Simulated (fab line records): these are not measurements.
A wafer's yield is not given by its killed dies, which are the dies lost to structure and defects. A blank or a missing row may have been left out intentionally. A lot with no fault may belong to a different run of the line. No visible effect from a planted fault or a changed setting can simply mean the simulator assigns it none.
Problem report in the 8D (eight disciplines) form, filled by code    flow n5_finfet    the parts of the form that need people (team, actions taken, sign-off) are left out

== 1. WHAT WENT WRONG ==
REXT_P at N5_BEOL_M4_RC_MEAS_101 reads a mean of 128.0 ohm.um on 3 wafers of 3 lots; wafers without a fault read 100.4 ohm.um with a standard deviation of 2. Measured from the usual mean, that is +14 standard deviations.
The first sign was on wafer L823.1 at day 11 14:01, on prober-02. At this step, 27 wafers from 10 lots have a number in the record. Rule for "out", or "out of limits": more than 4 standard deviations from the usual mean. The rest of the wafers with a number are treated as sound.

== 2. WHAT IT IS, AND WHAT IT ISN'T ==
question                     is                        is not
which readings at this step  REXT_P, RC_DENSE_P, RC_P  DIBL_N, DIBL_P, IOFF_N, IOFF_P, ION_N, SS_N, SS_P, VT_N
which lots                   L823, L825, L827          L808, L809, L814, L815, L818, L819, L821
which wafers of those lots   L823.1, L825.1, L827.5    L823.4, L825.4, L827.6
read on which gauges         prober-02                 prober-01
when                         from day 11 14:01         up to then (22 sound wafers); but 2 sound wafers of L825, L827 came after

== 3. SUSPECTS, AND WHAT RULES EACH OUT ==
Counting: if a tool at a process step up to the reading ran every lot that is out, it stays a suspect. Sound lots after the first of them don't rule it out here, since some wafers of a struck lot are sound.
- the gauge at N5_BEOL_M4_RC_MEAS_101: kept. All the wafers that are out were read on prober-02, and no step on other tools shows them out.
- rie_diel-05 at N5_SD_EPI_P_ETCH_47 (etches SiOCN in CH3F/O2, target depth 25 nm): kept. Ran every lot that is out, first one L823 (day 7 06:50); last sound lot up to then L821 (day 6 13:25).
Left after counting: rie_diel-05 at N5_SD_EPI_P_ETCH_47, prober-02 at N5_BEOL_M4_RC_MEAS_101.

== 4. THE CAUSE (what the simulator had put in) ==
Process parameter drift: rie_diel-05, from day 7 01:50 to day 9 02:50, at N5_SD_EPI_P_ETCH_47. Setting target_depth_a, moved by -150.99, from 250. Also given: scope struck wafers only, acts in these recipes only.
2 suspects survive the count, and this tool is in that group.

== 5. THE CHAIN OF EFFECTS, in route order ==
Each row: a reading whose mean over the struck wafers that have a number lies more than 3 standard deviations from the usual. Only readings whose record carries a usual standard deviation are examined. hours: median over the lots of the time between each lot's start at the first step of this table that gives one and its start at this step. sigmas: the change, counted in usual standard deviations.
hours  step                     reading           usual         on struck wafers  change  sigmas
0      N5_BEOL_M4_RC_MEAS_101   ION_P             463 uA/um     430               -33     -3.9
0      N5_BEOL_M4_RC_MEAS_101   RC_DENSE_P        23.8 ohm.um   30.1              +6.3    +11
0      N5_BEOL_M4_RC_MEAS_101   RC_P              19.4 ohm.um   24.5              +5.1    +11
0      N5_BEOL_M4_RC_MEAS_101   REXT_P            100.4 ohm.um  128.0             +27.6   +14
0      N5_BEOL_M4_RC_MEAS_101   VT_P_LVT          -99 mV        -109              -10     -3.1
103    N5_PASSIVATION_PROBE_49  sort_bin_8_speed  0.01 %        21.36             +21.35  +99 or more
103    N5_PASSIVATION_PROBE_49  sort_n_pass       1080          822               -258    -14
103    N5_PASSIVATION_PROBE_49  sort_yield_pct    91.6 %        69.7              -21.9   -14
It contains these process steps:
- N5_PASSIVATION_PROBE_49

== 6. WHAT WOULD HAVE CAUGHT IT SOONER ==
In this record the first reading out of limits at a measuring or inspecting step was taken at day 11 14:01, 108 hours after the fault began at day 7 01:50.
Tool readings at N5_SD_EPI_P_ETCH_47 with a usual standard deviation given in the record: none out on any struck wafer, hence no alarm at a limit of 4 standard deviations on them.
The start of N5_SD_EPI_P_ETCH_47 on rie_diel-05 came by day 11 14:01 for every one of the lots that are out (3). Had the tool been put on hold then, not one of them would have been saved.
